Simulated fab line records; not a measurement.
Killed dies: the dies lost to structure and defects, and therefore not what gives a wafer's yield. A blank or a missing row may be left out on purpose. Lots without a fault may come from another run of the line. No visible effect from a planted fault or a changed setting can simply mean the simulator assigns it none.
Which tool is to blame? || flow n5Finfet || Sampling: 11 lots, 30 wafers, 6 of 1938 route steps

## WHAT THE GAUGES READ, wafer by wafer
N5_BEOL_M0_RS_MEAS_126: uses a four-point probe to measure. Usual: for M0_RS the level is 0.534 ohm/sq and the standard deviation is 0.02.
{"lot": "L592", "measured": "day 6 04:34", "on": "filmMetro-02", "M0_RS (ohm/sq)": "0.512 0.494 0.510", "flag": ""}
{"lot": "L593", "measured": "day 6 13:52", "on": "filmMetro-02", "M0_RS (ohm/sq)": "0.537 0.527 0.542", "flag": ""}
{"lot": "L595", "measured": "day 6 19:26", "on": "filmMetro-01", "M0_RS (ohm/sq)": "0.561 0.539 0.567", "flag": ""}
{"lot": "L596", "measured": "day 7 05:18", "on": "filmMetro-01", "M0_RS (ohm/sq)": "0.535 0.529 0.507", "flag": ""}
{"lot": "L600", "measured": "day 8 07:50", "on": "filmMetro-02", "M0_RS (ohm/sq)": "0.564 0.544", "flag": ""}
{"lot": "L603", "measured": "day 9 00:58", "on": "filmMetro-02", "M0_RS (ohm/sq)": "0.555 0.527", "flag": ""}
{"lot": "L608", "measured": "day 9 23:13", "on": "filmMetro-01", "M0_RS (ohm/sq)": "0.506 0.530", "flag": ""}
{"lot": "L609", "measured": "day 10 07:00", "on": "filmMetro-01", "M0_RS (ohm/sq)": "0.563 0.558 0.540", "flag": ""}
{"lot": "L611", "measured": "day 10 19:12", "on": "filmMetro-01", "M0_RS (ohm/sq)": "0.558 0.529 0.548", "flag": ""}
{"lot": "L612", "measured": "day 11 00:06", "on": "filmMetro-02", "M0_RS (ohm/sq)": "0.546 0.545 0.544", "flag": ""}
{"lot": "L615", "measured": "day 11 15:19", "on": "filmMetro-01", "M0_RS (ohm/sq)": "0.534 0.541 0.525", "flag": ""}

N5_BEOL_M1_THK_MEAS_01. Usual: for M1_ILD_THK the level is 78.7 nm and the standard deviation is 0.92.
{"lot": "L592", "measured": "day 6 04:42", "on": "filmMetro-02", "M1_ILD_THK (nm)": "78.8 78.4 79.3", "flag": ""}
{"lot": "L593", "measured": "day 6 13:59", "on": "filmMetro-01", "M1_ILD_THK (nm)": "77.9 79.2 79.2", "flag": ""}
{"lot": "L595", "measured": "day 6 19:34", "on": "filmMetro-02", "M1_ILD_THK (nm)": "77.7 78.5 77.4", "flag": ""}
{"lot": "L596", "measured": "day 7 05:26", "on": "filmMetro-02", "M1_ILD_THK (nm)": "78.4 78.1 79.8", "flag": ""}
{"lot": "L600", "measured": "day 8 07:58", "on": "filmMetro-01", "M1_ILD_THK (nm)": "76.8 111.6", "flag": "OFF"}
{"lot": "L603", "measured": "day 9 01:06", "on": "filmMetro-02", "M1_ILD_THK (nm)": "111.8 78.9", "flag": "OFF"}
{"lot": "L608", "measured": "day 9 23:20", "on": "filmMetro-01", "M1_ILD_THK (nm)": "77.7 79.8", "flag": ""}
{"lot": "L609", "measured": "day 10 07:09", "on": "filmMetro-02", "M1_ILD_THK (nm)": "77.7 78.8 79.2", "flag": ""}
{"lot": "L611", "measured": "day 10 19:20", "on": "filmMetro-01", "M1_ILD_THK (nm)": "78.4 79.2 79.6", "flag": ""}
{"lot": "L612", "measured": "day 11 00:14", "on": "filmMetro-02", "M1_ILD_THK (nm)": "78.4 77.7 79.0", "flag": ""}
{"lot": "L615", "measured": "day 11 15:26", "on": "filmMetro-01", "M1_ILD_THK (nm)": "78.5 79.4 80.3", "flag": ""}

N5_BEOL_M4_RC_MEAS_101. Usual: DIBL_N 36.1 mV/V, standard deviation 1.5; DIBL_P 36.1 mV/V, standard deviation 1.9; IOFF_N 0.159 nA/um, standard deviation 0.029; IOFF_P 0.21 nA/um, standard deviation 0.038; ION_N 675 uA/um, standard deviation 11; ION_P 464 uA/um, standard deviation 8.1; SS_N 71.5 mV/dec, standard deviation 0.57; SS_P 73.3 mV/dec, standard deviation 0.64; VT_N 249 mV, standard deviation 3.1; VT_P -250 mV, standard deviation 3.8.
{"lot": "L592", "measured": "day 7 14:54", "on": "prober-01", "DIBL_N (mV/V)": "37.0 35.4 37.2", "DIBL_P (mV/V)": "37.6 34.6 38.3", "IOFF_N (nA/um)": "0.149 0.118 0.144", "IOFF_P (nA/um)": "0.21 0.17 0.22", "ION_N (uA/um)": "664 654 664", "ION_P (uA/um)": "462 457 461", "SS_N (mV/dec)": "71.6 71.8 71.6", "SS_P (mV/dec)": "73.3 72.9 73.2", "VT_N (mV)": "249 255 252", "VT_P (mV)": "-251 -254 -251", "flag": ""}
{"lot": "L593", "measured": "day 8 06:20", "on": "prober-01", "DIBL_N (mV/V)": "36.9 36.2 36.3", "DIBL_P (mV/V)": "35.9 35.2 34.8", "IOFF_N (nA/um)": "0.156 0.148 0.152", "IOFF_P (nA/um)": "0.20 0.19 0.18", "ION_N (uA/um)": "667 675 658", "ION_P (uA/um)": "456 457 453", "SS_N (mV/dec)": "71.5 71.4 71.5", "SS_P (mV/dec)": "72.8 73.0 72.6", "VT_N (mV)": "250 251 253", "VT_P (mV)": "-250 -252 -252", "flag": ""}
{"lot": "L595", "measured": "day 8 09:32", "on": "prober-01", "DIBL_N (mV/V)": "37.8 35.9 36.7", "DIBL_P (mV/V)": "37.3 34.2 36.4", "IOFF_N (nA/um)": "0.161 0.137 0.148", "IOFF_P (nA/um)": "0.24 0.19 0.22", "ION_N (uA/um)": "666 672 654", "ION_P (uA/um)": "464 462 454", "SS_N (mV/dec)": "71.8 72.3 71.5", "SS_P (mV/dec)": "73.8 72.5 73.3", "VT_N (mV)": "249 250 253", "VT_P (mV)": "-246 -249 -247", "flag": ""}
{"lot": "L596", "measured": "day 9 00:53", "on": "prober-02", "DIBL_N (mV/V)": "34.6 36.3 35.7", "DIBL_P (mV/V)": "34.7 36.2 35.8", "IOFF_N (nA/um)": "0.141 0.157 0.162", "IOFF_P (nA/um)": "0.19 0.21 0.21", "ION_N (uA/um)": "683 676 677", "ION_P (uA/um)": "467 466 469", "SS_N (mV/dec)": "70.9 72.1 71.3", "SS_P (mV/dec)": "72.6 73.3 72.5", "VT_N (mV)": "250 249 249", "VT_P (mV)": "-252 -250 -249", "flag": ""}
{"lot": "L600", "measured": "day 10 03:05", "on": "prober-02", "DIBL_N (mV/V)": 37.8, "DIBL_P (mV/V)": 38.2, "IOFF_N (nA/um)": 0.171, "IOFF_P (nA/um)": 0.24, "ION_N (uA/um)": 679, "ION_P (uA/um)": 470, "SS_N (mV/dec)": 72.0, "SS_P (mV/dec)": 74.1, "VT_N (mV)": 250, "VT_P (mV)": -249, "flag": ""}
{"lot": "L603", "measured": "day 10 11:20", "on": "prober-01", "DIBL_N (mV/V)": 36.3, "DIBL_P (mV/V)": 36.1, "IOFF_N (nA/um)": 0.173, "IOFF_P (nA/um)": 0.26, "ION_N (uA/um)": 686, "ION_P (uA/um)": 468, "SS_N (mV/dec)": 70.9, "SS_P (mV/dec)": 73.7, "VT_N (mV)": 246, "VT_P (mV)": -244, "flag": ""}
{"lot": "L608", "measured": "day 12 02:38", "on": "prober-01", "DIBL_N (mV/V)": "32.5 35.7", "DIBL_P (mV/V)": "32.2 35.1", "IOFF_N (nA/um)": "0.111 0.150", "IOFF_P (nA/um)": "0.17 0.21", "ION_N (uA/um)": "667 663", "ION_P (uA/um)": "464 458", "SS_N (mV/dec)": "70.8 71.1", "SS_P (mV/dec)": "72.5 73.2", "VT_N (mV)": "253 249", "VT_P (mV)": "-254 -248", "flag": ""}
{"lot": "L609", "measured": "day 12 05:31", "on": "prober-01", "DIBL_N (mV/V)": "35.6 36.9 36.6", "DIBL_P (mV/V)": "37.1 37.5 37.7", "IOFF_N (nA/um)": "0.150 0.166 0.169", "IOFF_P (nA/um)": "0.19 0.19 0.20", "ION_N (uA/um)": "663 676 675", "ION_P (uA/um)": "457 460 457", "SS_N (mV/dec)": "71.3 72.4 72.3", "SS_P (mV/dec)": "73.5 73.6 73.7", "VT_N (mV)": "253 248 251", "VT_P (mV)": "-254 -254 -254", "flag": ""}
{"lot": "L611", "measured": "day 12 12:51", "on": "prober-01", "DIBL_N (mV/V)": "36.9 36.9 36.4", "DIBL_P (mV/V)": "39.4 39.2 38.2", "IOFF_N (nA/um)": "0.195 0.187 0.174", "IOFF_P (nA/um)": "0.25 0.23 0.22", "ION_N (uA/um)": "675 673 671", "ION_P (uA/um)": "465 463 462", "SS_N (mV/dec)": "71.8 72.0 72.4", "SS_P (mV/dec)": "74.3 74.5 74.7", "VT_N (mV)": "247 249 250", "VT_P (mV)": "-247 -252 -248", "flag": ""}
{"lot": "L612", "measured": "day 12 17:18", "on": "prober-01", "DIBL_N (mV/V)": "37.1 36.9 38.5", "DIBL_P (mV/V)": "36.9 37.2 39.3", "IOFF_N (nA/um)": "0.177 0.184 0.213", "IOFF_P (nA/um)": "0.26 0.28 0.31", "ION_N (uA/um)": "686 691 702", "ION_P (uA/um)": "476 481 479", "SS_N (mV/dec)": "72.1 71.4 72.2", "SS_P (mV/dec)": "73.8 73.1 73.5", "VT_N (mV)": "245 248 244", "VT_P (mV)": "-245 -241 -241", "flag": ""}
{"lot": "L615", "measured": "day 14 09:27", "on": "prober-01", "DIBL_N (mV/V)": "36.2 36.6 34.8", "DIBL_P (mV/V)": "36.8 36.4 36.0", "IOFF_N (nA/um)": "0.181 0.180 0.168", "IOFF_P (nA/um)": "0.23 0.23 0.23", "ION_N (uA/um)": "684 680 686", "ION_P (uA/um)": "469 468 473", "SS_N (mV/dec)": "71.1 70.9 71.5", "SS_P (mV/dec)": "73.3 72.5 73.6", "VT_N (mV)": "247 246 244", "VT_P (mV)": "-247 -248 -247", "flag": ""}

## WHICH TOOL RAN EACH LOT (tool, then ch and the chambers of the sampled wafers, then the start)
{"lot": "L592", "N5_BEOL_M0_ANNEAL_117": "pvdSputter-02, day 6 03:04", "N5_BEOL_M0_ANNEAL_133": "pvdSputter-02, day 6 03:11", "N5_BEOL_M1_ILD_DEP_00": "pecvd-03 ch 0,1,2, day 6 04:39"}
{"lot": "L593", "N5_BEOL_M0_ANNEAL_117": "pvdSputter-01, day 6 12:23", "N5_BEOL_M0_ANNEAL_133": "pvdSputter-01, day 6 12:31", "N5_BEOL_M1_ILD_DEP_00": "pecvd-01 ch 0,1,2, day 6 13:56"}
{"lot": "L595", "N5_BEOL_M0_ANNEAL_117": "pvdSputter-03, day 6 18:06", "N5_BEOL_M0_ANNEAL_133": "pvdSputter-03, day 6 18:13", "N5_BEOL_M1_ILD_DEP_00": "pecvd-03 ch 0,1, day 6 19:30"}
{"lot": "L596", "N5_BEOL_M0_ANNEAL_117": "pvdSputter-02, day 7 03:56", "N5_BEOL_M0_ANNEAL_133": "pvdSputter-02, day 7 04:04", "N5_BEOL_M1_ILD_DEP_00": "pecvd-03 ch 0,1,2, day 7 05:22"}
{"lot": "L600", "N5_BEOL_M0_ANNEAL_117": "pvdSputter-03, day 8 06:30", "N5_BEOL_M0_ANNEAL_133": "pvdSputter-03, day 8 06:37", "N5_BEOL_M1_ILD_DEP_00": "pecvd-03 ch 0,2, day 8 07:54"}
{"lot": "L603", "N5_BEOL_M0_ANNEAL_117": "pvdSputter-02, day 8 23:24", "N5_BEOL_M0_ANNEAL_133": "pvdSputter-02, day 8 23:31", "N5_BEOL_M1_ILD_DEP_00": "pecvd-03 ch 1,2, day 9 01:02"}
{"lot": "L608", "N5_BEOL_M0_ANNEAL_117": "pvdSputter-02, day 9 21:53", "N5_BEOL_M0_ANNEAL_133": "pvdSputter-02, day 9 22:00", "N5_BEOL_M1_ILD_DEP_00": "pecvd-01 ch 1, day 9 23:16"}
{"lot": "L609", "N5_BEOL_M0_ANNEAL_117": "pvdSputter-01, day 10 05:39", "N5_BEOL_M0_ANNEAL_133": "pvdSputter-01, day 10 05:46", "N5_BEOL_M1_ILD_DEP_00": "pecvd-01 ch 0, day 10 07:04"}
{"lot": "L611", "N5_BEOL_M0_ANNEAL_117": "pvdSputter-01, day 10 17:53", "N5_BEOL_M0_ANNEAL_133": "pvdSputter-01, day 10 18:00", "N5_BEOL_M1_ILD_DEP_00": "pecvd-02 ch 0,2, day 10 19:16"}
{"lot": "L612", "N5_BEOL_M0_ANNEAL_117": "pvdSputter-01, day 10 22:47", "N5_BEOL_M0_ANNEAL_133": "pvdSputter-01, day 10 22:54", "N5_BEOL_M1_ILD_DEP_00": "pecvd-02 ch 0,1,2, day 11 00:10"}
{"lot": "L615", "N5_BEOL_M0_ANNEAL_117": "pvdSputter-02, day 11 13:58", "N5_BEOL_M0_ANNEAL_133": "pvdSputter-02, day 11 14:05", "N5_BEOL_M1_ILD_DEP_00": "pecvd-01 ch 0,2, day 11 15:23"}
- N5_BEOL_M0_ANNEAL_117: time 60 s.
- N5_BEOL_M0_ANNEAL_133: time 60 s.
- N5_BEOL_M1_ILD_DEP_00: deposits SiOC from DEMS/O2, target thk 79 nm, time 15.3 s.

## WHAT THE TOOLS THEMSELVES READ (means of the sampled wafers that have a number; where no wafer has one, the mark that the record gives instead)
N5_BEOL_M0_ANNEAL_117. Usual: heaterPowerW at 822 W, with a standard deviation of 66.
{"lot": "L592", "tool": "pvdSputter-02", "heaterPowerW (W)": 834, "flag": ""}
{"lot": "L593", "tool": "pvdSputter-01", "heaterPowerW (W)": 810, "flag": ""}
{"lot": "L595", "tool": "pvdSputter-03", "heaterPowerW (W)": 753, "flag": ""}
{"lot": "L596", "tool": "pvdSputter-02", "heaterPowerW (W)": 841, "flag": ""}
{"lot": "L600", "tool": "pvdSputter-03", "heaterPowerW (W)": 843, "flag": ""}
{"lot": "L603", "tool": "pvdSputter-02", "heaterPowerW (W)": 823, "flag": ""}
{"lot": "L608", "tool": "pvdSputter-02", "heaterPowerW (W)": 838, "flag": ""}
{"lot": "L609", "tool": "pvdSputter-01", "heaterPowerW (W)": 839, "flag": ""}
{"lot": "L611", "tool": "pvdSputter-01", "heaterPowerW (W)": 826, "flag": ""}
{"lot": "L612", "tool": "pvdSputter-01", "heaterPowerW (W)": 864, "flag": ""}
{"lot": "L615", "tool": "pvdSputter-02", "heaterPowerW (W)": 813, "flag": ""}

N5_BEOL_M0_ANNEAL_133. Usual: heaterPowerW at 822 W, with a standard deviation of 68.
{"lot": "L592", "tool": "pvdSputter-02", "heaterPowerW (W)": 833, "flag": ""}
{"lot": "L593", "tool": "pvdSputter-01", "heaterPowerW (W)": 801, "flag": ""}
{"lot": "L595", "tool": "pvdSputter-03", "heaterPowerW (W)": 774, "flag": ""}
{"lot": "L596", "tool": "pvdSputter-02", "heaterPowerW (W)": 834, "flag": ""}
{"lot": "L600", "tool": "pvdSputter-03", "heaterPowerW (W)": 847, "flag": ""}
{"lot": "L603", "tool": "pvdSputter-02", "heaterPowerW (W)": 825, "flag": ""}
{"lot": "L608", "tool": "pvdSputter-02", "heaterPowerW (W)": 850, "flag": ""}
{"lot": "L609", "tool": "pvdSputter-01", "heaterPowerW (W)": 830, "flag": ""}
{"lot": "L611", "tool": "pvdSputter-01", "heaterPowerW (W)": 834, "flag": ""}
{"lot": "L612", "tool": "pvdSputter-01", "heaterPowerW (W)": 867, "flag": ""}
{"lot": "L615", "tool": "pvdSputter-02", "heaterPowerW (W)": 808, "flag": ""}

N5_BEOL_M1_ILD_DEP_00. Usual: heaterPowerW 456 W, standard deviation 74; showerheadPlenumPTorr 5.700 Torr, standard deviation 0.017; showerheadVppV 1387 V, standard deviation 51; throttleValvePct 12.2 %, standard deviation 0.85.
{"lot": "L592", "tool": "pecvd-03", "heaterPowerW (W)": 446, "showerheadPlenumPTorr (Torr)": 5.696, "showerheadVppV (V)": 1377, "throttleValvePct (%)": 12.0, "flag": ""}
{"lot": "L593", "tool": "pecvd-01", "heaterPowerW (W)": 443, "showerheadPlenumPTorr (Torr)": 5.720, "showerheadVppV (V)": 1361, "throttleValvePct (%)": 12.4, "flag": ""}
{"lot": "L595", "tool": "pecvd-03", "heaterPowerW (W)": 383, "showerheadPlenumPTorr (Torr)": 5.711, "showerheadVppV (V)": 1371, "throttleValvePct (%)": 11.9, "flag": ""}
{"lot": "L596", "tool": "pecvd-03", "heaterPowerW (W)": 449, "showerheadPlenumPTorr (Torr)": 5.691, "showerheadVppV (V)": 1391, "throttleValvePct (%)": 12.0, "flag": ""}
{"lot": "L600", "tool": "pecvd-03", "heaterPowerW (W)": 464, "showerheadPlenumPTorr (Torr)": 5.697, "showerheadVppV (V)": 1385, "throttleValvePct (%)": 12.5, "flag": ""}
{"lot": "L603", "tool": "pecvd-03", "heaterPowerW (W)": 479, "showerheadPlenumPTorr (Torr)": 5.691, "showerheadVppV (V)": 1369, "throttleValvePct (%)": 11.2, "flag": ""}
{"lot": "L608", "tool": "pecvd-01", "heaterPowerW (W)": 402, "showerheadPlenumPTorr (Torr)": 5.696, "showerheadVppV (V)": 1284, "throttleValvePct (%)": 12.1, "flag": ""}
{"lot": "L609", "tool": "pecvd-01", "heaterPowerW (W)": 464, "showerheadPlenumPTorr (Torr)": 5.733, "showerheadVppV (V)": 1403, "throttleValvePct (%)": 13.7, "flag": ""}
{"lot": "L611", "tool": "pecvd-02", "heaterPowerW (W)": 517, "showerheadPlenumPTorr (Torr)": 5.689, "showerheadVppV (V)": 1453, "throttleValvePct (%)": 11.8, "flag": ""}
{"lot": "L612", "tool": "pecvd-02", "heaterPowerW (W)": 531, "showerheadPlenumPTorr (Torr)": 5.690, "showerheadVppV (V)": 1426, "throttleValvePct (%)": 11.9, "flag": ""}
{"lot": "L615", "tool": "pecvd-01", "heaterPowerW (W)": 433, "showerheadPlenumPTorr (Torr)": 5.704, "showerheadVppV (V)": 1420, "throttleValvePct (%)": 12.8, "flag": ""}

## THE ANSWER, worked out from the rows above alone
Rule: lot off if the mean of its wafers having a number is beyond 3 standard deviations from the usual mean. A lot without any number at a reading at which 4 lots or more have one is off too. All remaining lots with rows at the step are treated as sound. After the gauges, taken in route order, come the tools' own readings; for these a lot's mean is taken, as printed above. At the first step where some lot is off, the reading lying furthest off is the one used; lots without a number count as furthest.
Off: L600, L603, at N5_BEOL_M1_THK_MEAS_01 (M1_ILD_THK).
If a tool, at a process step before that reading, ran all the lots that are off and no sound lot after the first of them, it fits. Those tools and the gauges at N5_BEOL_M1_THK_MEAS_01 are tried in the same way. One fits: N5_BEOL_M1_ILD_DEP_00 on pecvd-03. A fault onset in the window from L596 (day 7 05:22, its last sound lot) to L600 (day 8 07:54, its first lot off) fits.

## WHAT THE SIMULATOR PUT IN
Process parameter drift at N5_BEOL_M1_ILD_DEP_00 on pecvd-03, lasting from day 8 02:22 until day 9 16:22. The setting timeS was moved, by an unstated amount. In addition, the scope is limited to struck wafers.
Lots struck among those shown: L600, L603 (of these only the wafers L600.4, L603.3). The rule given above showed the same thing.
